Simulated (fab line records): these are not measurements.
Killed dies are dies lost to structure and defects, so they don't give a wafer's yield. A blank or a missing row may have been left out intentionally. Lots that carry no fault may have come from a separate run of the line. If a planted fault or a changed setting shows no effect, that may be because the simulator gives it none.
What tool caused it?    flow nandHarc    36 wafers from 12 lots sampled at 5 of the route's 1302 steps

WHAT EACH GAUGE READ, for each wafer
NHARC_A_M1_THK_MEAS_24: measures by xrf. Usual: 154.4 nm for thkNm, sd 1.5.
lot   measured      on            thkNm (nm)         flag
L399  day 23 15:13  filmMetro-01  153.7 154.8 155.8  
L401  day 24 02:59  filmMetro-01  157.7 155.8 154.8  
L402  day 24 08:43  filmMetro-01  152.7 153.1 153.0  
L404  day 25 09:28  filmMetro-01  154.6 154.1 155.1  
L403  day 25 10:23  filmMetro-02  154.2 155.3 155.1  
L409  day 27 16:15  filmMetro-01  155.5 154.6 156.0  
L412  day 29 12:49  filmMetro-02  154.9 154.7 155.9  
L414  day 30 02:29  filmMetro-02  156.6 155.6 154.6  
L416  day 30 17:15  filmMetro-01  152.9 152.4 153.2  
L419  day 31 15:44  filmMetro-01  153.9 154.9 154.5  
L418  day 31 15:53  filmMetro-02  154.3 155.1 154.7  
L421  day 32 12:40  filmMetro-02  154.8 153.1 153.0  

NHARC_END_SORT_01. Usual: defectLimitedYield 90.5 %, standard deviation 2.8; killedAtArray 59, standard deviation 19; killedAtOther 1.0, standard deviation 1.1; killedAtPeriphery 3.8, standard deviation 2.4; killedDies 64, standard deviation 19; killedOpen 3.3, standard deviation 2; killedShort 2.4, standard deviation 1.6.
lot   measured      on         defectLimitedYield (%)  killedAtArray  killedAtOther  killedAtPeriphery  killedDies  killedOpen  killedShort  flag
L403  day 26 19:02  prober-01  87.7                    79             1              3                  83          3           3            
L412  day 30 23:19  prober-01  90.5 91.4 91.4          57 56 53       3 2 3          4 0 2              64 58 58    10 4 5      3 0 0        
L414  day 31 08:22  prober-01  93.4 93.9 93.1          41 36 41       1 0 0          3 5 6              45 41 47    3 3 7       5 3 1        

EACH LOT AND THE TOOL THAT RAN IT (in order: tool; ch and the chambers of the sampled wafers; start)
lot   NHARC_A_BONDPAD_STRIP_15           NHARC_A_BONDPAD_PVD_27                  NHARC_HYBRID_BOND_ACTIVATE_00
L399  rieDiel-13 ch 0,2, day 23 17:56    pvdSputter-03, day 23 20:20 or earlier  rieDiel-11 ch 2,3, day 23 20:20
L401  rieDiel-13 ch 1,2,3, day 24 05:42  pvdSputter-03, day 24 07:55 or earlier  rieDiel-03 ch 2,3, day 24 07:55
L402  rieDiel-13 ch 0,2, day 24 11:16    pvdSputter-01, day 24 13:32 or earlier  rieDiel-03 ch 0,1, day 24 13:32
L404  rieDiel-13 ch 0,3, day 25 12:02    pvdSputter-01, day 25 14:16 or earlier  rieDiel-03 ch 1,2,3, day 25 14:16
L403  rieDiel-13 ch 0,1,2, day 25 13:09  pvdSputter-02, day 25 15:22 or earlier  rieDiel-07 ch 0,3, day 25 15:22
L409  rieDiel-13 ch 0,2,3, day 27 18:59  pvdSputter-03, day 27 21:12 or earlier  rieDiel-07 ch 0,3, day 27 21:12
L412  rieDiel-10 ch 1,3, day 29 15:31    pvdSputter-02, day 29 17:47 or earlier  rieDiel-03 ch 1,3, day 29 17:47
L414  rieDiel-10 ch 0,2,3, day 30 05:10  pvdSputter-01, day 30 07:27 or earlier  rieDiel-11 ch 0,1,2, day 30 07:27
L416  rieDiel-10 ch 0,2,3, day 30 19:50  pvdSputter-02, day 30 22:16 or earlier  rieDiel-03 ch 0,1,2, day 30 22:16
L419  rieDiel-10 ch 1,2,3, day 31 18:28  pvdSputter-01, day 31 20:45 or earlier  rieDiel-03 ch 1,2, day 31 20:45
L418  rieDiel-13 ch 2,3, day 31 18:34    pvdSputter-02, day 31 20:50 or earlier  rieDiel-03 ch 2,3, day 31 20:50
L421  rieDiel-13 ch 0,1,2, day 32 15:21  pvdSputter-02, day 32 17:40 or earlier  rieDiel-03 ch 0,2,3, day 32 17:40
- NHARC_A_BONDPAD_STRIP_15: strips in O2.
- NHARC_A_BONDPAD_PVD_27: deposits Cu, target thk 30 nm, time 20.49 s.
- NHARC_HYBRID_BOND_ACTIVATE_00: chemistry N2, time 60 s.

WHAT THE TOOLS THEMSELVES READ (means of the sampled wafers that have a number; where no wafer has one, the mark that the record gives instead)
NHARC_A_BONDPAD_STRIP_15. Usual: chamberPressureMTorr 60.00 mTorr, standard deviation 0.063; drypumpMotorCurrentA 5.7 A, standard deviation 0.45; o2FlowSccm 500.1 sccm, standard deviation 1.4; oesProductAu 0.999 a.u., standard deviation 0.011; rfVppV 57.5 V, standard deviation 0.89; showerheadPlenumPTorr 3.42 Torr, standard deviation 0.084; throttleValvePct 17.036 %, standard deviation 0.009.
lot   tool        chamberPressureMTorr (mTorr)  drypumpMotorCurrentA (A)  o2FlowSccm (sccm)  oesProductAu (a.u.)  rfVppV (V)  showerheadPlenumPTorr (Torr)  throttleValvePct (%)  flag
L399  rieDiel-13  60.03                         5.9                       500.4              1.002                58.4        3.34                          17.029                
L401  rieDiel-13  59.97                         5.6                       500.6              1.014                56.8        3.43                          17.032                
L402  rieDiel-13  -                             -                         -                  -                    -           -                             -                     OFF
L404  rieDiel-13  -                             -                         -                  -                    -           -                             -                     OFF
L403  rieDiel-13  -                             -                         -                  -                    -           -                             -                     OFF
L409  rieDiel-13  59.98                         5.6                       500.2              1.000                56.5        3.37                          17.040                
L412  rieDiel-10  59.98                         5.7                       500.7              0.994                57.3        3.38                          17.035                
L414  rieDiel-10  60.00                         5.8                       500.8              1.001                57.5        3.44                          17.045                
L416  rieDiel-10  60.02                         5.8                       499.6              0.999                57.3        3.44                          17.028                
L419  rieDiel-10  60.03                         5.6                       498.9              1.004                58.2        3.38                          17.027                
L418  rieDiel-13  60.00                         5.9                       499.8              1.014                57.8        3.36                          17.039                
L421  rieDiel-13  59.98                         5.5                       500.1              1.007                57.7        3.38                          17.038                

NHARC_A_BONDPAD_PVD_27. Usual: 29.8 % for throttleValvePct, sd 1.4.
lot   tool           throttleValvePct (%)  flag
L399  pvdSputter-03  31.4                  
L401  pvdSputter-03  30.5                  
L402  pvdSputter-01  28.4                  
L404  pvdSputter-01  28.4                  
L403  pvdSputter-02  29.1                  
L409  pvdSputter-03  30.9                  
L412  pvdSputter-02  29.7                  
L414  pvdSputter-01  29.3                  
L416  pvdSputter-02  30.2                  
L419  pvdSputter-01  28.9                  
L418  pvdSputter-02  29.5                  
L421  pvdSputter-02  30.1                  

NHARC_HYBRID_BOND_ACTIVATE_00. Usual: drypumpMotorCurrentA 5.7 A, standard deviation 0.34; n2FlowSccm 200.0 sccm, standard deviation 0.66; oesProductAu 1.002 a.u., standard deviation 0.011; rfVppV 64.2 V, standard deviation 0.88; showerheadPlenumPTorr 1.76 Torr, standard deviation 0.046.
lot   tool        drypumpMotorCurrentA (A)  n2FlowSccm (sccm)  oesProductAu (a.u.)  rfVppV (V)  showerheadPlenumPTorr (Torr)  flag
L399  rieDiel-11  5.2                       200.3              1.001                64.8        1.74                          
L401  rieDiel-03  6.0                       199.7              1.005                63.7        1.80                          
L402  rieDiel-03  5.6                       200.4              1.002                64.1        1.76                          
L404  rieDiel-03  5.8                       199.8              0.991                64.1        1.79                          
L403  rieDiel-07  5.4                       200.2              1.001                64.3        1.72                          
L409  rieDiel-07  5.4                       199.7              0.995                64.4        1.72                          
L412  rieDiel-03  5.7                       199.8              1.003                64.2        1.76                          
L414  rieDiel-11  5.6                       199.9              1.013                63.5        1.71                          
L416  rieDiel-03  5.7                       199.5              1.012                64.4        1.78                          
L419  rieDiel-03  5.8                       199.5              1.002                64.0        1.80                          
L418  rieDiel-03  6.0                       200.2              0.999                64.6        1.79                          
L421  rieDiel-03  5.8                       200.3              1.007                64.7        1.79                          

THE ANSWER, worked out from the rows above alone
Rule: lot off if the mean of its wafers having a number is beyond 3 standard deviations from the usual mean. Also off: a lot with no number at a reading for which 4 or more lots have one. Any other lot the step has rows for is counted as sound. The gauges are gone through in route order, then the tools' own readings, and for those a lot's mean is taken as printed above. At the first step where some lot is off, the reading lying furthest off is the one used; lots without a number count as furthest.
Off: L402, L404, L403 (NHARC_A_BONDPAD_STRIP_15, chamberPressureMTorr). Without a number there: L402, L404, L403.
A tool fits if, at that step or a process step before it, it ran every lot that is off, and no sound lot after the first of them. None of those tried fits.

WHAT HAD BEEN PUT IN BY THE SIMULATOR
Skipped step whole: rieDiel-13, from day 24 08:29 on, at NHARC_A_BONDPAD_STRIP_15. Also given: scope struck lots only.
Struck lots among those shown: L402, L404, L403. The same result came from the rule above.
